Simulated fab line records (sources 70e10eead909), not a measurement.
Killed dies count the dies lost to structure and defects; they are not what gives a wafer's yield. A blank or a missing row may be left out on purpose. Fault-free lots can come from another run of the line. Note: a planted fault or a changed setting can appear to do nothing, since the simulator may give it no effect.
A lot that was struck, set against a sound lot || flow nand_harc || 13 steps out of a route of 1302
Sound: wafers L861.2, L861.5, L861.6. Wafers L868.1, L868.2, L868.5 were the ones struck. The cause is named last.
Each step with rows lists, per side, the tool, then ch with its chambers, then its first start. Under that, the readings that differ: sound wafers || struck wafers || difference of the means || sigmas: that difference in standard deviations of wafers without a fault.
alike: readings whose means differ by less than 2 such deviations, and words and numbers that are the same on both sides. not compared: withheld readings, readings that some wafer has no value for, bounds like >300 that may hide the same value, and numbers for which the record gives no deviation and whose values overlap.
A row with sigmas, a row that says differs or no value, or rows on one side alone: a step with any of these is where the two part. Non-overlapping numbers with no deviation appear without sigmas and do not part them. Lack of a reading on every wafer of one side parts them only where that side has two or more wafers.

first, 1 step without rows for these wafers: NHARC_P_M1_DEGAS_29 (time 60 s).
NHARC_P_M1_PRE_CLEAN_30: time 30 s.
  sound on pvd_sputter-03; struck on pvd_sputter-03
  alike: heater_power_w
then, 1 step without rows for these wafers: NHARC_P_M1_PVD_20 (deposits TaN, target thk 5 nm, time 8.06 s).
NHARC_P_M1_PVD_21: deposits Cu, target thk 30 nm, time 20.49 s.
  sound on pvd_sputter-03; struck on pvd_sputter-03
  alike: chamber_pressure_pa, throttle_valve_pct
then, 1 step without rows for these wafers: NHARC_P_M1_ECD_22 (material Cu, target thk 400 nm).
NHARC_P_M1_ANNEAL_31: time 90 s.
  sound on rtp_anneal-01 ch 0, day 8 07:28; struck on rtp_anneal-01 ch 0, day 11 10:24
  alike: wafer_temp_C_max
NHARC_P_M1_CMP_23: polishes, t overpolish 20 s, target thk 157.82 nm.
  sound on cmp-02 ch 0,1,3, day 8 07:49; struck on cmp-04 ch 2,3, day 11 10:45
  alike: motor_current_A, slurry_flow_ml_min, time_to_endpoint_s
NHARC_P_M1_THK_MEAS_24: measures by xrf.
  sound on film_metro-02 at day 8 08:05; struck on film_metro-01 at day 11 11:04
  alike: thk_nm
following that, these wafers have no rows for 1 step: NHARC_P_M1_SRD_25.
NHARC_P_M1_INSPECT_27:
  sound on defect_inspect-02 at day 8 08:14; struck on defect_inspect-01 at day 11 11:13
  alike: raw_defect_count
NHARC_P_M1_PRE_CLEAN_32: time 12 s.
  sound on pecvd-04 ch 1,2, day 8 08:20; struck on pecvd-01 ch 0,1,2, day 11 11:18
  alike: heater_power_w
  not compared: since_wet_clean_h
NHARC_P_M1_DEP_33: deposits SiCN, target thk 30 nm.
  sound on pecvd-04 ch 1,2, day 8 08:28; struck on pecvd-01 ch 0,1,2, day 11 11:24
  no value came back on the struck wafers for chamber_pressure_Torr (Torr), heater_power_outer_w (W), heater_power_w (W); on the sound wafers chamber_pressure_Torr (Torr) reads 2.997 3.003 2.985
  not compared: since_wet_clean_h
then, 1 step without rows for these wafers: NHARC_P_M2_DEP_00 (deposits SiOC, target thk 182.5 nm).

== WHERE THEY PART ==
Only at NHARC_P_M1_DEP_33, as far as this record shows.

WHY: the cause the simulator had injected
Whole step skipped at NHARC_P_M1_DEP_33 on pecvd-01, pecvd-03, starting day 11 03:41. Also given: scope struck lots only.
